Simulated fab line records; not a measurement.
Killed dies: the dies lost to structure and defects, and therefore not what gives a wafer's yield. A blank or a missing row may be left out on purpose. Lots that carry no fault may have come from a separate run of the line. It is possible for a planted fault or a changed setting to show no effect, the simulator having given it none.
Struck lot and sound lot, side by side    flow nandHarc    40 steps out of a route of 1302
Sound: these wafers, L491.3, L491.5, L491.6. Struck: wafer L494.2. (L494.3, L494.6 of the same lot were not struck and are left out.) The cause comes at the end.
Order at every step that has rows: each side's tool, ch and its chambers, its first start. Under that, the readings that differ: sound wafers    struck wafers    difference of the means    sigmas: that difference in standard deviations of wafers without a fault.
alike: readings with means less than 2 such deviations apart, plus words and numbers identical on both sides. not compared: withheld readings, readings lacking a value on some wafer, bounds such as >300 that could conceal the same value, and numbers that have no deviation in the record and whose values overlap.
The two part at a step that has a row with sigmas, a row that says differs or no value, or rows on one side only. Numbers that have no deviation but don't overlap get no sigmas and don't part them. Lack of a reading on every wafer of one side parts them only where that side has two or more wafers.

NHARC_P_M0_OVL_MEAS_10: pitch 180 nm.
  sound on overlay-02, day 7 01:31; struck on overlay-02, day 8 02:07
  alike: overlayXNm, overlayYNm
NHARC_P_M0_INSPECT_11:
  sound on defectInspect-01, day 7 01:34; struck on defectInspect-02, day 8 02:09
  alike: rawDefectCount
then, 2 steps without rows for these wafers: NHARC_P_M0_DESCUM_14 (chemistry O2, time 3 s); NHARC_P_M0_ETCH_34 (etches the open film in N2/H2, target depth 40 nm, overetch 12 nm, time 43.94 s).
NHARC_P_M0_ETCH_15: etches the open film in C4F8/Ar, target depth 150 nm, overetch 15 nm, time 82.5 s.
  sound on rieDiel-01 ch 1,2; struck on rieDiel-01 ch 2
  alike: chamberPressureMTorr, oesProductAu, rfVppV
  not compared: rfHoursCounterH
NHARC_P_M0_CD_MEAS_16:
  sound on cdSem-03, day 7 01:55; struck on cdSem-01, day 8 02:42
  alike: cdNm
NHARC_P_M0_STRIP_18: strips in N2/H2.
  sound on rieDiel-01 ch 1,2, day 7 01:59; struck on rieDiel-01 ch 0, day 8 03:25
reading              sound              struck  difference  sigmas
oesProductAu (a.u.)  1.005 1.002 1.006  0.973   -0.031      -2
  alike: chamberPressureMTorr, drypumpMotorCurrentA, h2FlowSccm, powerW, rfVppV, showerheadPlenumPTorr, throttleValvePct
  not compared: rfHoursCounterH
then, 5 steps without rows for these wafers: NHARC_P_M0_STRIP_19 (strips in post etch residue remover, time 600 s); NHARC_P_M0_DEGAS_28 (time 60 s); NHARC_P_M0_PRE_CLEAN_29 (time 30 s); NHARC_P_M0_PVD_20 (deposits TaN, target thk 5 nm, time 8.06 s); NHARC_P_M0_PVD_21 (deposits Cu, target thk 30 nm, time 20.49 s).
NHARC_P_M0_ECD_22: material Cu, target thk 400 nm.
  sound on ecdCu-01 ch 0,1, day 7 03:00; struck on ecdCu-02 ch 0,1, day 8 04:17
NHARC_P_M0_ANNEAL_30: time 90 s.
  sound on rtpAnneal-01 ch 0, day 7 03:23; struck on rtpAnneal-01 ch 0, day 8 04:44
  alike: wafer_temp_C_max
then, 1 step without rows for these wafers: NHARC_P_M0_CMP_23 (polishes, t overpolish 20 s, target thk 117.54 nm).
NHARC_P_M0_THK_MEAS_24: measures by xrf.
  sound on filmMetro-01, day 7 03:56; struck on filmMetro-02, day 8 05:20
  alike: thkNm
then, 13 steps without rows for these wafers: NHARC_P_M0_SRD_25; NHARC_P_M0_PRE_CLEAN_31 (time 12 s); NHARC_P_M0_DEP_32 (deposits SiCN, target thk 30 nm); NHARC_P_M1_DEP_00 (deposits SiOC, target thk 182.5 nm); NHARC_P_M1_DEHYDRATE_01 (time 120 s); NHARC_P_M1_HMDS_02 (time 30 s); NHARC_P_M1_COAT_34 (time 65 s); NHARC_P_M1_COAT_03 (resist thk 90 nm); NHARC_P_M1_SOFTBAKE_04 (time 55 s); NHARC_P_M1_EBR_05; NHARC_P_M1_EXPOSE_06 (exposes mask P M1, target cd 130 nm); NHARC_P_M1_PEB_07 (peb time 65 s); NHARC_P_M1_DEVELOP_08 (develop time 35 s).
NHARC_P_M1_CD_MEAS_09 targets a cd of 130 nm.
  sound on cdSem-01 ch 0, day 7 05:37; struck on cdSem-03 ch 0, day 8 06:44
  alike: cdNm
NHARC_P_M1_OVL_MEAS_10: pitch 260 nm.
  sound on overlay-02, day 7 05:43; struck on overlay-01, day 8 06:49
  alike: overlayXNm, overlayYNm
NHARC_P_M1_DESCUM_14: chemistry O2, time 3 s.
  sound on rieDiel-10 ch 0,3, day 7 05:48; struck on rieDiel-13 ch 0, day 8 06:55
  alike: chamberPressureMTorr, drypumpMotorCurrentA, oesProductAu, rfVppV, showerheadPlenumPTorr, throttleValvePct
  not compared: rfHoursCounterH
NHARC_P_M1_ETCH_35: etches the open film in N2/H2, target depth 40 nm, overetch 12 nm, time 43.94 s.
  sound on rieDiel-10 ch 0,1,3, day 7 05:54; struck on rieDiel-13 ch 2, day 8 07:01
reading                   sound        struck  difference  sigmas
drypumpMotorCurrentA (A)  5.2 4.9 5.5  6.3     +1.1        +2
  alike: chamberPressureMTorr, h2FlowSccm, oesProductAu, rfVppV, showerheadPlenumPTorr, throttleValvePct
  not compared: rfHoursCounterH
then, 1 step without rows for these wafers: NHARC_P_M1_ETCH_15 (etches the open film in C4F8/Ar, target depth 182.5 nm, time 91.2 s).
NHARC_P_M1_CD_MEAS_16:
  sound on cdSem-03, day 7 06:07; struck on cdSem-01, day 8 07:13
  alike: cdNm
then, 4 steps without rows for these wafers: NHARC_P_M1_STRIP_18 (strips in N2/H2); NHARC_P_M1_ETCH_28 (etches the open film in CF4/N2, target depth 30 nm, time 72.99 s); NHARC_P_M1_STRIP_19 (strips in post etch residue remover, time 600 s); NHARC_P_M1_DEGAS_29 (time 60 s).
-- record jumps: 18 days between struck wafers' starts before vs after; left off in module P_M1, resumes in module END, first step shown is number 1302 of the route --
NHARC_END_SORT_01:
  sound on prober-02 ch 0, day 25 08:41; struck on prober-02 ch 0, day 25 23:30
reading                 sound           struck  difference  sigmas
defectLimitedYield (%)  91.3 90.8 94.4  56.1    -36.1       -12
killedAtPeriphery       2 1 1           231     +230        +85
killedDies              59 62 38        297     +244        +12
  alike: killedAtArray, killedAtOther, killedOpen, killedShort

== WHERE THEY PART ==
Last at NHARC_END_SORT_01 as far as this record goes, first at NHARC_P_M0_STRIP_18.

WHY: the cause the simulator had injected
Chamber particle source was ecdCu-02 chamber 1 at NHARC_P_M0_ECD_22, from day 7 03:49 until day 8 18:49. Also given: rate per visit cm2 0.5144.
